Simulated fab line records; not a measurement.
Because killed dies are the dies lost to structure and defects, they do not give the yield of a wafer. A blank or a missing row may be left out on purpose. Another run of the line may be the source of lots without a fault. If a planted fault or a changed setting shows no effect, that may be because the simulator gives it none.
Matching of chambers    flow nand harc    4 sister chambers for NHARC_P_STI_CMP_21 on cmp-02
The step polishes, t overpolish 20 s, target thk 380.67 nm. 4 wafers are shown with their chamber, then 7 later ones without.

== WAFERS WITH THEIR CHAMBER ==
wafer   chamber  motor current A (A)
L691.1  1        12.6
L691.4  3        12.4
L696.1  2        10.4
L696.4  0        11.9

== WAFERS WITHOUT THEIR CHAMBER ==
wafer   motor current A (A)
L696.6  11.7
L702.1  13.0
L702.3  11.7
L702.4  12.5
L703.3  12.9
L703.4  12.2
L703.6  10.4

== WHICH CHAMBER EACH WENT THROUGH ==
wafer    from the rows above            in truth
L696.6   0                              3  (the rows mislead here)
L702.1   can't be placed: 1 or 3        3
L702.3   0                              0
L702.4   can't be placed: 1 or 3        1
L703.3   can't be placed: 1 or 3        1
L703.4   can't be placed: 3 or 0 or 1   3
L703.6   2                              2
Placed correctly: 2 of 7. Can't be placed from these rows: 4 (the true chamber is among the candidates in 4). Number placed wrongly: 1.
How it was worked out, from the rows above alone: a wafer's distance from a chamber is the root of the sum, over the readings, of the square of ((its reading less the chamber's mean) divided by the reading's scatter). If the next closest chamber is less than 2 further off than the closest, the wafer can't be placed; otherwise it belongs to the closest. A chamber's mean is the mean of its shown wafers. The scatter: root of mean squared gap, hidden wafer to nearest shown wafer, with one shown wafer a chamber.
